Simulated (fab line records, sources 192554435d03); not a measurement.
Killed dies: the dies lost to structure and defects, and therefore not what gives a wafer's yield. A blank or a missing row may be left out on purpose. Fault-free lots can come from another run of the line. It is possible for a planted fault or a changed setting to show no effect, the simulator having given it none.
Split-lot experiment ; flow n5_finfet ; 21 wafers read across 7 lots, on a route 1938 steps long

## ON THE SPLIT
At N5_SDB_ALD_29 (deposits SiNx, target thk 30 nm, pulse time 1 s, ald cycles 600), the setting ald_cycles was moved away from the recipe's 600 on 7 of the 21 wafers read, by -13.0% to +8.0%. The other wafers ran this setting at the recipe's value.

## FROM THE SPLIT TO THE READING: what the file shows between them, 3 steps
- N5_SDB_CMP_30: polishes, stops on poly-Si, t overpolish 1.54 s, target thk 30 nm
- N5_DUMMY_REMOVAL_HM_STRIP_01: strips SiNx in CH3F/O2, stops on poly-Si, target depth 4 nm, time 6.8 s
- N5_DUMMY_REMOVAL_STRIP_10: strips in N2/H2, time 40 s

## THE READING
SiNx_of_SDB_ALD_29.thk_nm (the simulator's own value, which no gauge read), in nm, at N5_DUMMY_REMOVAL_PRECLEAN_07 (cleans in dHF, time 30 s). No usual value for it is given in the file. The 14 wafers here that ran the recipe average 29.3 nm, standard deviation 0.18 nm.

wafer;tool, chamber at the split;ald_cycles as run;against the recipe;SiNx_of_SDB_ALD_29.thk_nm, nm;against lot-mates on the recipe
L074.2;ald_sin-01, 3;600;recipe;29.6;-
L074.3;ald_sin-01, 1;522;-13.0%;25.4;-4.2
L074.5;ald_sin-01, 3;522;-13.0%;25.8;-3.8
L082.2;ald_sin-04, 0,1,1;600;recipe;29.4;-
L082.4;ald_sin-04, 0,1,1;600;recipe;29.4;-
L082.6;ald_sin-04, 0,1,1;600;recipe;29.4;-
L083.2;ald_sin-01, 1;600;recipe;29.2;-
L083.4;ald_sin-01, 0;628;+4.7%;29.2;-0.2
L083.6;ald_sin-01, 3;600;recipe;29.6;-
L087.2;ald_sin-01, 0;565;-5.8%;27.6;-1.5
L087.5;ald_sin-01, 0;600;recipe;29.2;-
L087.6;ald_sin-01, 1;600;recipe;29;-
L089.3;ald_sin-02, 1;600;recipe;29;-
L089.4;ald_sin-02, 2,3;600;recipe;29.2;-
L089.5;ald_sin-02, 2,3;600;recipe;29.2;-
L091.2;ald_sin-04, 2;564;-6.0%;27.8;-1.6
L091.3;ald_sin-04, 1;600;recipe;29.4;-
L091.4;ald_sin-04, 0;564;-6.0%;27.4;-2.0
L095.1;ald_sin-04, 1;600;recipe;29.2;-
L095.5;ald_sin-04, 0;648;+8.0%;31.2;+1.9
L095.6;ald_sin-04, 1;600;recipe;29.4;-
When a row names more than one chamber, that row covers several wafers, and the file does not tell which wafer ran in which chamber.

THE FIT
A straight line over all 21 wafers: SiNx_of_SDB_ALD_29.thk_nm changes by +0.259 nm for each +1% of ald_cycles; r = +0.97; the points scatter about the line by 0.35 nm.
The same after taking each lot's own level away (the mean of its wafers on the recipe; 21 wafers): +0.272 nm for each +1%; r = +0.97; scatter 0.37 nm.
On that fit, the largest move of ald_cycles shifts the reading by 3.5 nm.
The span of the lots' own levels, 29.10 to 29.60 nm, comes to 2.8 times the standard deviation stated above.
Hence the lot-to-lot level has little effect on the slope; both slopes agree.
Check: -3.43 nm against its lot-mates is what the line predicts for one of the wafers moved furthest among these (-13.0%) when that wafer is left out of the fit. It came out at -4.2 nm against them.

## OTHER SPLITS APPLIED TO THESE WAFERS
Note: prior to the reading, these wafers also went through further splits. Each is held against what the fit with the lots' levels taken away leaves over:
other split on the same wafers;wafers away from the commonest value;r with SiNx_of_SDB_ALD_29.thk_nm (lot level and that fit taken away)
N5_SDB_CUT_ETCH_26 bias_w;as run: not given for these wafers;-

## THE WHOLE CHAIN: every reading that the file lists as answering this split, in the file's order
step;what it does;reading;change (the file's fit);r (the file's)
N5_SDB_ALD_29;deposits SiNx, target thk 30 nm, pulse time 1 s, ald cycles 600;SiNx_of_SDB_ALD_29.thk_nm (the simulator's own value, which no gauge read);+0.293 nm for each +1% of the setting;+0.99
N5_DUMMY_REMOVAL_HM_STRIP_01;strips SiNx in CH3F/O2, stops on poly-Si, target depth 4 nm, time 6.8 s;SiNx_of_SDB_ALD_29.thk_nm (the simulator's own value, which no gauge read);+0.271 nm for each +1% of the setting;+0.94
N5_DUMMY_REMOVAL_PRECLEAN_07;cleans in dHF, time 30 s;SiNx_of_SDB_ALD_29.thk_nm (the simulator's own value, which no gauge read);+0.264 nm for each +1% of the setting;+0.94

## FILE'S OWN FIT
SiNx_of_SDB_ALD_29.thk_nm changes by +0.264 nm for each +1% of ald_cycles, r = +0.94.
